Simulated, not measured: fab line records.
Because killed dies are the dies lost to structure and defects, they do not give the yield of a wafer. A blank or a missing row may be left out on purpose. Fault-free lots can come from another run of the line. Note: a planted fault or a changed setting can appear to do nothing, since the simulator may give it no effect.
fab line records -- flow nand_harc -- part 1 of 2: steps 1 to 26 of 32
record lots=5, wafers=15, last_day=23
route steps=1159 shown P_M0@271 P_M1@285
lots with no fault: from the same line, run without faults
start_h: start of the lot's first displayed wafer, in hours after the record's first day -- wait_h: time in hours since the lot's previous step -- " repeats the value in the row above -- L1.1+2: a row that stands for several wafers -- - either no value or no given start -- * or withheld: withheld -- < > ~ a bound
route shown NAME@n: names a module that has steps shown in the file, with the first one's number in the route -- usual: the fault-free wafers' mean and standard deviation -- same: alike in all rows -- chamber/n: place in a boat -- sites: readings site by site -- _std_site: their standard deviation -- _edge_site: mean of outer sites minus mean of inner sites -- radius_mm: for every site, how far away it sits from the centre of the wafer -- mask NAME#n: copy n -- behind: the last tool/chamber to shape the wafer -- hold: what put the lot on hold/how long, in hours/how the hold closed -- device: transistor that didn't switch, given as n, p or np -- end of line: the same wafers' tests at the end of the route -- step lacking rows: just its recipe -- killed: the dies lost at the first sort to structure and to defects; this is not the yield of the wafer -- map: a wafer's dies, x killed, . not, _ none there
set.NAME: the setting as run; set.NAME@STEP: as run at that earlier step -- model.NAME: the simulator's own value behind a step, which no gauge read
lots at selected steps of the route; one table per step, one row per wafer
services: a tool's chamber out of use, with start hour (start_h, from the record's first day; less than 0 if before it), hours out, and reason
## steps
# step NHARC_P_M0_STRIP_19
# recipe time_s=600, temp_c=30, chemistry=post_etch_residue_remover
lot.wafer,tool,chamber,start_h,wait_h
L080.4+3+1,wet_bench-02,"4,5,0",154.86,-
L081.6+2+1,wet_bench-01,"0,1,5",171.12,-
L083.5+1+4,wet_bench-02,"3,6,0",171.48,-
L090.3+1+5,wet_bench-09,"7,3,4",216.84,-
L091.3+5+1,wet_bench-02,"3,5,6",217.01,-
# step NHARC_P_M0_DEGAS_28
# recipe temp_c=250, time_s=60
# usual heater_power_w=330/30
lot.wafer,tool,chamber,start_h,wait_h,heater_power_w
L080.3,pvd_sputter-03,-,155.13,-,331
L080.4,pvd_sputter-03,-,155.13,-,376
L080.1,pvd_sputter-03,-,155.13,-,313
L081.2,pvd_sputter-03,-,171.39,-,326
L081.1,pvd_sputter-03,-,171.39,-,368
L081.6,pvd_sputter-03,-,171.39,-,328
L083.1,pvd_sputter-01,-,171.76,-,297
L083.4,pvd_sputter-01,-,171.76,-,305
L083.5,pvd_sputter-01,-,171.76,-,337
L090.1,pvd_sputter-03,-,217.16,-,374
L090.3,pvd_sputter-03,-,217.16,-,304
L090.5,pvd_sputter-03,-,217.16,-,327
L091.3,pvd_sputter-01,-,217.27,-,296
L091.1,pvd_sputter-01,-,217.27,-,307
L091.5,pvd_sputter-01,-,217.27,-,311
# step NHARC_P_M0_PRE_CLEAN_29
# recipe time_s=30, temp_c=280, gas=H2/He
# usual heater_power_w=405/36
lot.wafer,tool,chamber,start_h,wait_h,heater_power_w
L080.4,pvd_sputter-03,-,-,-,454
L080.1,pvd_sputter-03,-,-,-,378
L080.3,pvd_sputter-03,-,-,-,427
L081.1,pvd_sputter-03,-,-,-,417
L081.2,pvd_sputter-03,-,-,-,380
L081.6,pvd_sputter-03,-,-,-,405
L083.1,pvd_sputter-01,-,-,-,373
L083.4,pvd_sputter-01,-,-,-,417
L083.5,pvd_sputter-01,-,-,-,381
L090.3,pvd_sputter-03,-,-,-,449
L090.1,pvd_sputter-03,-,-,-,367
L090.5,pvd_sputter-03,-,-,-,448
L091.3,pvd_sputter-01,-,-,-,380
L091.1,pvd_sputter-01,-,-,-,363
L091.5,pvd_sputter-01,-,-,-,386
# step NHARC_P_M0_PVD_20
# recipe target_thk_a=50, bias_v=168.6, power_w=15000, chamber_pressure_pa=0.12, time_s=8.06, substrate_temp_c=50, material=TaN
# usual throttle_valve_pct=30.5/0.79
lot.wafer,tool,chamber,start_h,wait_h,throttle_valve_pct
L080.1,pvd_sputter-03,-,-,-,29.8
L080.3,pvd_sputter-03,-,-,-,29.8
L080.4,pvd_sputter-03,-,-,-,30.3
L081.2,pvd_sputter-03,-,-,-,30.1
L081.1,pvd_sputter-03,-,-,-,29.6
L081.6,pvd_sputter-03,-,-,-,29.6
L083.4,pvd_sputter-01,-,-,-,31.6
L083.1,pvd_sputter-01,-,-,-,31.4
L083.5,pvd_sputter-01,-,-,-,31.7
L090.1,pvd_sputter-03,-,-,-,29.5
L090.3,pvd_sputter-03,-,-,-,30.0
L090.5,pvd_sputter-03,-,-,-,30.1
L091.3,pvd_sputter-01,-,-,-,31.5
L091.1,pvd_sputter-01,-,-,-,31.2
L091.5,pvd_sputter-01,-,-,-,31.9
# step NHARC_P_M0_PVD_21
# recipe target_thk_a=300, chamber_pressure_pa=5, power_w=5000, substrate_temp_c=30, time_s=20.49, material=Cu
# usual throttle_valve_pct=30.5/0.73
lot.wafer,tool,chamber,start_h,wait_h,throttle_valve_pct
L080.4,pvd_sputter-03,-,-,-,29.5
L080.1,pvd_sputter-03,-,-,-,30.3
L080.3,pvd_sputter-03,-,-,-,29.6
L081.1,pvd_sputter-03,-,-,-,30.0
L081.2,pvd_sputter-03,-,-,-,30.6
L081.6,pvd_sputter-03,-,-,-,30.4
L083.1,pvd_sputter-01,-,-,-,32.1
L083.4,pvd_sputter-01,-,-,-,31.6
L083.5,pvd_sputter-01,-,-,-,31.6
L090.3,pvd_sputter-03,-,-,-,29.6
L090.1,pvd_sputter-03,-,-,-,29.5
L090.5,pvd_sputter-03,-,-,-,29.8
L091.1,pvd_sputter-01,-,-,-,31.1
L091.3,pvd_sputter-01,-,-,-,31.9
L091.5,pvd_sputter-01,-,-,-,31.1
# step NHARC_P_M0_ECD_22
# recipe target_thk_a=4000, bath_temp_c=25, material=Cu
lot.wafer,tool,chamber,start_h,wait_h
L080.1+4+3,ecd_cu-02,"1,1,0",155.50,-
L081.2+1+6,ecd_cu-01,"0,1,0",171.75,-
L083.1+4+5,ecd_cu-02,"1,1,0",172.11,-
L090.1+3+5,ecd_cu-02,"0,0,1",217.52,-
L091.1+3+5,ecd_cu-02,"0,1,0",217.87,-
# step NHARC_P_M0_ANNEAL_30
# recipe temp_c=225, time_s=90
# usual wafer_temp_C_max=226.05/0.29
lot.wafer,tool,chamber,start_h,wait_h,wafer_temp_C_max
L080.1,rtp_anneal-01,0,155.88,-,226.49
L080.3,rtp_anneal-01,0,155.88,-,225.97
L080.4,rtp_anneal-01,0,155.88,-,226.44
L081.1,rtp_anneal-02,0,172.13,0.3,225.58
L081.2,rtp_anneal-02,0,172.13,0.3,225.81
L081.6,rtp_anneal-02,0,172.13,0.3,225.62
L083.1,rtp_anneal-02,0,172.48,-,226.02
L083.4,rtp_anneal-02,0,172.48,-,226.14
L083.5,rtp_anneal-02,0,172.48,-,226.19
L090.1,rtp_anneal-01,0,217.89,0.3,225.91
L090.3,rtp_anneal-01,0,217.89,0.3,226.43
L090.5,rtp_anneal-01,0,217.89,0.3,226.52
L091.1,rtp_anneal-02,0,218.22,0.3,225.79
L091.3,rtp_anneal-02,0,218.22,0.3,225.50
L091.5,rtp_anneal-02,0,218.22,0.3,225.57
# step NHARC_P_M0_CMP_23
# recipe t_overpolish_s=20, target_thk_nm=117.53
# usual motor_current_A=12.5/1.1, time_to_endpoint_s=29.2/2.2
lot.wafer,tool,chamber,start_h,wait_h,motor_current_A,time_to_endpoint_s
L080.3,cmp-01,1,156.23,-,14.0,30.7
L080.1,cmp-01,2,156.23,-,9.6,29.5
L080.4,cmp-01,0,156.23,-,11.4,26.1
L081.1,cmp-04,2,172.47,-,11.8,29.9
L081.2,cmp-04,0,172.47,-,13.2,31.2
L081.6,cmp-04,2,172.47,-,11.0,31.3
L083.4,cmp-01,1,172.84,-,13.7,27.9
L083.1,cmp-01,3,172.84,-,13.4,26.8
L083.5,cmp-01,2,172.84,-,9.4,29.6
L090.1,cmp-01,3,218.27,-,12.7,31.1
L090.3,cmp-01,0,218.27,-,10.9,26.2
L090.5,cmp-01,2,218.27,-,9.6,30.7
L091.3,cmp-03,2,218.57,-,12.6,27.9
L091.1,cmp-03,1,218.57,-,12.1,31.3
L091.5,cmp-03,3,218.57,-,12.7,28.3
# step NHARC_P_M0_THK_MEAS_24
# recipe thk_meas_gauge=xrf
# usual thk_nm=117.6/1.3
lot.wafer,tool,chamber,start_h,wait_h,thk_nm
L080.1,film_metro-02,-,156.55,-,118.0
L080.3,film_metro-02,-,156.55,-,119.1
L080.4,film_metro-02,-,156.55,-,116.4
L081.1,film_metro-01,-,172.78,-,117.6
L081.2,film_metro-01,-,172.78,-,117.8
L081.6,film_metro-01,-,172.78,-,117.6
L083.1,film_metro-01,-,173.15,-,116.8
L083.4,film_metro-01,-,173.15,-,116.3
L083.5,film_metro-01,-,173.15,-,116.0
L090.1,film_metro-02,-,218.56,-,117.4
L090.3,film_metro-02,-,218.56,-,116.2
L090.5,film_metro-02,-,218.56,-,117.5
L091.1,film_metro-02,-,218.88,-,118.2
L091.3,film_metro-02,-,218.88,-,118.7
L091.5,film_metro-02,-,218.88,-,116.2
# step NHARC_P_M0_SRD_25
lot.wafer,tool,chamber,start_h,wait_h
L080.4+1+3,wet_bench-10,"7,0,1",156.59,0.0
L081.1+2+6,wet_bench-08,"6,7,1",172.83,0.0
L083.1+4+5,wet_bench-10,"3,5,6",173.20,0.0
L090.5+3+1,wet_bench-08,"4,5,6",218.60,0.0
L091.1+3+5,wet_bench-10,"5,7,1",218.93,0.0
# step NHARC_P_M0_INSPECT_27
# usual raw_defect_count=261/94
lot.wafer,tool,chamber,start_h,wait_h,raw_defect_count
L080.1,defect_inspect-02,-,156.70,0.0,236
L080.3,defect_inspect-02,-,156.70,0.0,158
L080.4,defect_inspect-02,-,156.70,0.0,270
L081.1,defect_inspect-01,-,172.94,0.0,158
L081.2,defect_inspect-01,-,172.94,0.0,364
L081.6,defect_inspect-01,-,172.94,0.0,238
L083.1,defect_inspect-01,-,173.31,0.0,441
L083.4,defect_inspect-01,-,173.31,0.0,168
L083.5,defect_inspect-01,-,173.31,0.0,203
L090.1,defect_inspect-02,-,218.71,0.0,226
L090.3,defect_inspect-02,-,218.71,0.0,239
L090.5,defect_inspect-02,-,218.71,0.0,164
L091.1,defect_inspect-02,-,219.04,0.0,330
L091.3,defect_inspect-02,-,219.04,0.0,314
L091.5,defect_inspect-02,-,219.04,0.0,103
# step NHARC_P_M0_PRE_CLEAN_31
# recipe time_s=12, temp_c=370, rf_power_w=300, gas=NH3
# usual heater_power_w=636/78
lot.wafer,tool,chamber,start_h,wait_h,heater_power_w
L080.3,pecvd-03,1,156.77,0.1,743
L080.1,pecvd-03,0,156.77,0.1,651
L080.4,pecvd-03,0,156.77,0.1,669
L081.1,pecvd-02,0,173.02,0.1,572
L081.2,pecvd-02,1,173.02,0.1,656
L081.6,pecvd-02,1,173.02,0.1,645
L083.1,pecvd-03,2,173.40,0.1,638
L083.5,pecvd-03,1,173.40,0.1,765
L083.4,pecvd-03,2,173.40,0.1,635
L090.1,pecvd-02,1,218.78,0.1,726
L090.3,pecvd-02,0,218.78,0.1,502
L090.5,pecvd-02,0,218.78,0.1,493
L091.3,pecvd-03,0,219.11,0.1,716
L091.1,pecvd-03,2,219.11,0.1,540
L091.5,pecvd-03,0,219.11,0.1,711
# step NHARC_P_M0_DEP_32
# recipe target_thk_a=300, temp_c=370, target_thk_nm=30, pressure_torr=3, flow_sccm=200, rf_w=450, material=SiCN
# usual heater_power_w=576/76
lot.wafer,tool,chamber,start_h,wait_h,heater_power_w
L080.3,pecvd-03,1,156.85,0.1,687
L080.1,pecvd-03,0,156.85,0.1,643
L080.4,pecvd-03,0,156.85,0.1,635
L081.1,pecvd-02,0,173.13,0.1,470
L081.2,pecvd-02,1,173.13,0.1,609
L081.6,pecvd-02,1,173.13,0.1,611
L083.1,pecvd-03,2,173.54,0.1,514
L083.5,pecvd-03,1,173.54,0.1,578
L083.4,pecvd-03,2,173.54,0.1,512
L090.1,pecvd-02,1,218.86,0.1,568
L090.3,pecvd-02,0,218.86,0.1,491
L090.5,pecvd-02,0,218.86,0.1,511
L091.3,pecvd-03,0,219.18,0.1,570
L091.1,pecvd-03,2,219.18,0.1,482
L091.5,pecvd-03,0,219.18,0.1,596
# step NHARC_P_M1_DEP_00
# recipe target_thk_a=1825, target_thk_nm=182.5, temp_c=withheld, pressure_torr=5, flow_sccm=200, rf_w=600, material=SiOC
lot.wafer,tool,chamber,start_h,wait_h
L080.1+3+4,pecvd-04,"1,2,0",157.31,-
L081.2+1+6,pecvd-04,"1,2,0",173.50,-
L083.1+4+5,pecvd-02,"0,0,1",173.91,-
L090.3+1+5,pecvd-02,"0,1,0",-,-
L091.1+3+5,pecvd-03,"0,1,0",-,-
# step NHARC_P_M1_DEHYDRATE_01
# recipe temp_c=150, time_s=120
# usual chill_plate_temp_C=22.99/0.1, heater_power_total_W=182.7/1.2, resist_line_temp_C=23.01/0.098
lot.wafer,tool,chamber,start_h,wait_h,chill_plate_temp_C,heater_power_total_W,resist_line_temp_C
L080.1,litho_track-01,0,157.67,-,23.04,182.7,22.98
L080.3,litho_track-01,0,157.67,-,23.00,182.6,22.98
L080.4,litho_track-01,0,157.67,-,22.97,180.9,22.94
L081.1,litho_track-01,0,173.91,-,23.03,182.8,22.95
L081.2,litho_track-01,0,173.91,-,22.92,182.3,23.03
L081.6,litho_track-01,0,173.91,-,22.94,184.1,23.06
L083.1,litho_track-04,0,174.27,-,22.91,184.7,23.20
L083.4,litho_track-04,0,174.27,-,22.99,182.2,23.07
L083.5,litho_track-04,0,174.27,-,22.98,183.8,23.10
L090.1,litho_track-04,0,219.65,-,23.14,183.2,23.08
L090.3,litho_track-04,0,219.65,-,23.04,184.2,23.06
L090.5,litho_track-04,0,219.65,-,23.11,184.4,23.04
L091.1,litho_track-06,0,219.98,-,22.82,183.5,23.13
L091.3,litho_track-06,0,219.98,-,22.71,181.7,23.06
L091.5,litho_track-06,0,219.98,-,22.88,181.2,23.10
# step NHARC_P_M1_HMDS_02
# recipe time_s=30
# usual chill_plate_temp_C=22.97/0.093, resist_line_temp_C=23.00/0.11
lot.wafer,tool,chamber,start_h,wait_h,chill_plate_temp_C,resist_line_temp_C
L080.1,litho_track-01,0,-,-,23.02,23.03
L080.3,litho_track-01,0,-,-,22.93,23.08
L080.4,litho_track-01,0,-,-,22.92,23.09
L081.1,litho_track-01,0,-,-,22.92,22.88
L081.2,litho_track-01,0,-,-,22.90,22.86
L081.6,litho_track-01,0,-,-,22.91,22.97
L083.1,litho_track-04,0,-,-,23.04,23.16
L083.4,litho_track-04,0,-,-,22.86,23.11
L083.5,litho_track-04,0,-,-,22.85,23.09
L090.1,litho_track-04,0,-,-,23.08,23.14
L090.3,litho_track-04,0,-,-,23.03,22.93
L090.5,litho_track-04,0,-,-,23.00,22.95
L091.1,litho_track-06,0,-,-,22.96,22.84
L091.3,litho_track-06,0,-,-,23.12,22.97
L091.5,litho_track-06,0,-,-,23.05,23.02
# step NHARC_P_M1_COAT_34
# recipe temp_c=200, time_s=65
# usual chill_plate_temp_C=23.03/0.099, heater_power_total_W=386.1/1.4, resist_line_temp_C=23.03/0.1
lot.wafer,tool,chamber,start_h,wait_h,chill_plate_temp_C,heater_power_total_W,resist_line_temp_C
L080.1,litho_track-01,0,-,-,23.04,384.3,23.04
L080.3,litho_track-01,0,-,-,23.02,385.6,23.07
L080.4,litho_track-01,0,-,-,23.16,386.3,23.04
L081.1,litho_track-01,0,-,-,23.16,385.3,22.87
L081.2,litho_track-01,0,-,-,22.95,384.3,23.09
L081.6,litho_track-01,0,-,-,23.07,386.5,23.18
L083.1,litho_track-04,0,-,-,23.19,386.5,23.16
L083.4,litho_track-04,0,-,-,23.08,386.3,23.26
L083.5,litho_track-04,0,-,-,23.11,388.0,23.27
L090.1,litho_track-04,0,-,-,23.01,386.9,22.88
L090.3,litho_track-04,0,-,-,23.02,384.4,23.16
L090.5,litho_track-04,0,-,-,22.99,387.6,23.03
L091.1,litho_track-06,0,-,-,23.05,386.1,23.16
L091.3,litho_track-06,0,-,-,22.96,388.1,23.10
L091.5,litho_track-06,0,-,-,22.81,386.3,23.05
# step NHARC_P_M1_COAT_03
# recipe spin_rpm=1500, resist_thk_nm=90
# usual chill_plate_temp_C=22.95/0.11, resist_line_temp_C=22.99/0.12
lot.wafer,tool,chamber,start_h,wait_h,chill_plate_temp_C,resist_line_temp_C
L080.1,litho_track-01,0,-,-,22.92,22.94
L080.3,litho_track-01,0,-,-,23.06,22.95
L080.4,litho_track-01,0,-,-,23.03,23.09
L081.1,litho_track-01,0,-,-,23.13,22.96
L081.2,litho_track-01,0,-,-,23.02,22.87
L081.6,litho_track-01,0,-,-,23.02,22.60
L083.1,litho_track-04,0,-,-,23.05,22.94
L083.4,litho_track-04,0,-,-,23.13,22.89
L083.5,litho_track-04,0,-,-,23.20,23.03
L090.1,litho_track-04,0,-,-,22.95,23.12
L090.3,litho_track-04,0,-,-,22.97,23.07
L090.5,litho_track-04,0,-,-,23.08,23.01
L091.1,litho_track-06,0,-,-,22.96,22.84
L091.3,litho_track-06,0,-,-,22.87,23.16
L091.5,litho_track-06,0,-,-,22.90,23.04
# step NHARC_P_M1_SOFTBAKE_04
# recipe temp_c=105, time_s=55
# usual chill_plate_temp_C=23.01/0.12, heater_power_total_W=188.46/0.14, resist_line_temp_C=22.97/0.1
lot.wafer,tool,chamber,start_h,wait_h,chill_plate_temp_C,heater_power_total_W,resist_line_temp_C
L080.1,litho_track-01,0,-,-,23.06,188.49,22.77
L080.3,litho_track-01,0,-,-,23.09,188.75,22.88
L080.4,litho_track-01,0,-,-,22.97,188.37,22.87
L081.1,litho_track-01,0,-,-,23.10,188.42,22.93
L081.2,litho_track-01,0,-,-,22.98,188.53,23.02
L081.6,litho_track-01,0,-,-,23.06,188.50,23.12
L083.1,litho_track-04,0,-,-,22.93,188.77,22.89
L083.4,litho_track-04,0,-,-,22.98,188.55,22.91
L083.5,litho_track-04,0,-,-,22.99,188.62,22.90
L090.1,litho_track-04,0,-,-,22.94,188.71,22.92
L090.3,litho_track-04,0,-,-,22.87,188.26,22.98
L090.5,litho_track-04,0,-,-,22.95,188.32,23.04
L091.1,litho_track-06,0,-,-,23.04,188.30,22.98
L091.3,litho_track-06,0,-,-,23.08,188.50,23.04
L091.5,litho_track-06,0,-,-,23.04,188.75,22.91
# step NHARC_P_M1_EBR_05
# usual chill_plate_temp_C=23.00/0.097, resist_line_temp_C=23.02/0.11
lot.wafer,tool,chamber,start_h,wait_h,chill_plate_temp_C,resist_line_temp_C
L080.1,litho_track-01,0,-,-,23.14,23.06
L080.3,litho_track-01,0,-,-,23.05,22.95
L080.4,litho_track-01,0,-,-,23.04,22.86
L081.1,litho_track-01,0,-,-,23.12,22.87
L081.2,litho_track-01,0,-,-,23.01,22.93
L081.6,litho_track-01,0,-,-,23.05,22.82
L083.1,litho_track-04,0,-,-,23.08,22.92
L083.4,litho_track-04,0,-,-,23.11,23.09
L083.5,litho_track-04,0,-,-,23.18,23.08
L090.1,litho_track-04,0,-,-,23.13,23.21
L090.3,litho_track-04,0,-,-,23.01,23.02
L090.5,litho_track-04,0,-,-,23.12,23.21
L091.1,litho_track-06,0,-,-,23.05,23.12
L091.3,litho_track-06,0,-,-,22.99,23.03
L091.5,litho_track-06,0,-,-,22.91,23.11
# step NHARC_P_M1_EXPOSE_06
# recipe na=1.35, target_cd_nm=130, dose_mj=81.88, mask_id=P_M1
lot.wafer,tool,chamber,start_h,wait_h,mask
L080.1+3+4,arfi_scanner-01,0,157.96,-,P_M1#0
L081.1+2+6,arfi_scanner-03,0,174.20,-,P_M1#0
L083.1+4+5,arfi_scanner-02,0,174.56,-,P_M1#0
L090.1+3+5,arfi_scanner-03,0,219.82,-,P_M1#0
L091.1+3+5,arfi_scanner-02,0,220.27,-,P_M1#0
# step NHARC_P_M1_PEB_07
# recipe peb_temp_c=100, peb_time_s=65
# usual chill_plate_temp_C=22.98/0.1, heater_power_total_W=156.6/0.4, resist_line_temp_C=23.00/0.11
lot.wafer,tool,chamber,start_h,wait_h,chill_plate_temp_C,heater_power_total_W,resist_line_temp_C
L080.1,litho_track-04,0,158.02,0.1,23.14,156.1,23.03
L080.3,litho_track-04,0,158.02,0.1,22.98,156.7,22.96
L080.4,litho_track-04,0,158.02,0.1,23.00,156.0,23.11
L081.1,litho_track-06,0,174.26,0.1,23.04,156.8,22.96
L081.2,litho_track-06,0,174.26,0.1,23.09,157.2,23.05
L081.6,litho_track-06,0,174.26,0.1,23.05,157.0,23.20
L083.1,litho_track-06,0,174.63,0.1,22.84,156.4,23.07
L083.4,litho_track-06,0,174.63,0.1,22.97,156.5,23.08
L083.5,litho_track-06,0,174.63,0.1,22.99,156.6,23.07
L090.1,litho_track-01,0,219.88,0.1,23.22,156.7,23.12
L090.3,litho_track-01,0,219.88,0.1,23.08,156.5,23.06
L090.5,litho_track-01,0,219.88,0.1,23.04,156.7,23.06
L091.1,litho_track-06,0,220.33,0.1,23.08,156.6,23.13
L091.3,litho_track-06,0,220.33,0.1,23.02,157.1,23.14
L091.5,litho_track-06,0,220.33,0.1,23.02,157.2,23.01
# step NHARC_P_M1_DEVELOP_08
# recipe develop_time_s=35, dev_temp_c=23
# usual chill_plate_temp_C=22.99/0.11, developer_temp_C=23.00/0.11, resist_line_temp_C=23.02/0.1
lot.wafer,tool,chamber,start_h,wait_h,chill_plate_temp_C,developer_temp_C,resist_line_temp_C
L080.1,litho_track-04,0,-,-,22.91,22.83,22.99
L080.3,litho_track-04,0,-,-,22.98,23.13,23.07
L080.4,litho_track-04,0,-,-,22.90,22.97,23.05
L081.1,litho_track-06,0,-,-,23.06,23.05,22.92
L081.2,litho_track-06,0,-,-,23.11,22.85,22.92
L081.6,litho_track-06,0,-,-,22.99,23.16,23.08
L083.1,litho_track-06,0,-,-,23.16,23.01,22.99
L083.4,litho_track-06,0,-,-,22.98,22.95,22.92
L083.5,litho_track-06,0,-,-,23.05,23.11,23.09
L090.1,litho_track-01,0,-,-,23.01,22.86,23.03
L090.3,litho_track-01,0,-,-,23.05,22.99,22.92
L090.5,litho_track-01,0,-,-,22.94,22.87,23.01
L091.1,litho_track-06,0,-,-,23.06,22.89,23.00
L091.3,litho_track-06,0,-,-,22.97,23.04,23.07
L091.5,litho_track-06,0,-,-,22.87,22.93,22.96
# step NHARC_P_M1_CD_MEAS_09
# recipe target_cd_nm=130, landing_energy_ev=500
# usual cd_nm=130.3/0.72
lot.wafer,tool,chamber,start_h,wait_h,cd_nm
L080.1,cd_sem-02,0,158.10,-,130.1
L080.3,cd_sem-02,0,158.10,-,128.8
L080.4,cd_sem-02,0,158.10,-,129.3
L081.1,cd_sem-02,0,174.34,-,129.9
L081.2,cd_sem-02,0,174.34,-,130.5
L081.6,cd_sem-02,0,174.34,-,131.8
L083.1,cd_sem-02,0,174.70,-,131.3
L083.4,cd_sem-02,0,174.70,-,129.4
L083.5,cd_sem-02,0,174.70,-,130.9
L090.1,cd_sem-01,0,219.95,-,130.5
L090.3,cd_sem-01,0,219.95,-,130.2
L090.5,cd_sem-01,0,219.95,-,130.6
L091.1,cd_sem-02,0,220.42,-,129.0
L091.3,cd_sem-02,0,220.42,-,129.7
L091.5,cd_sem-02,0,220.42,-,131.4
# step NHARC_P_M1_OVL_MEAS_10
# recipe pitch_nm=260
# usual overlay_x_nm=0.0/0.74, overlay_y_nm=-0.3/0.6
lot.wafer,tool,chamber,start_h,wait_h,overlay_x_nm,overlay_y_nm
L080.1,overlay-01,-,158.21,-,-0.9,-0.1
L080.3,overlay-01,-,158.21,-,-0.7,-0.6
L080.4,overlay-01,-,158.21,-,-1.1,-0.4
L081.1,overlay-02,-,174.43,-,-0.8,-0.4
L081.2,overlay-02,-,174.43,-,-0.7,0.0
L081.6,overlay-02,-,174.43,-,-0.9,-0.4
L083.1,overlay-01,-,174.79,-,-0.7,-0.8
L083.4,overlay-01,-,174.79,-,-1.3,-0.7
L083.5,overlay-01,-,174.79,-,-1.1,-0.9
L090.1,overlay-01,-,220.04,-,0.5,1.0
L090.3,overlay-01,-,220.04,-,0.7,1.3
L090.5,overlay-01,-,220.04,-,0.4,0.9
L091.1,overlay-01,-,220.51,-,0.4,-0.8
L091.3,overlay-01,-,220.51,-,0.8,-1.1
L091.5,overlay-01,-,220.51,-,0.6,-1.0
# step NHARC_P_M1_INSPECT_11
# usual raw_defect_count=3.7/2
lot.wafer,tool,chamber,start_h,wait_h,raw_defect_count
L080.1,defect_inspect-01,-,158.24,0.0,3
L080.3,defect_inspect-01,-,158.24,0.0,2
L080.4,defect_inspect-01,-,158.24,0.0,5
L081.1,defect_inspect-02,-,174.46,0.0,6
L081.2,defect_inspect-02,-,174.46,0.0,1
L081.6,defect_inspect-02,-,174.46,0.0,1
L083.1,defect_inspect-01,-,174.83,0.0,2
L083.4,defect_inspect-01,-,174.83,0.0,1
L083.5,defect_inspect-01,-,174.83,0.0,2
L090.1,defect_inspect-01,-,220.08,0.0,6
L090.3,defect_inspect-01,-,220.08,0.0,4
L090.5,defect_inspect-01,-,220.08,0.0,8
L091.1,defect_inspect-01,-,220.54,0.0,3
L091.3,defect_inspect-01,-,220.54,0.0,5
L091.5,defect_inspect-01,-,220.54,0.0,5
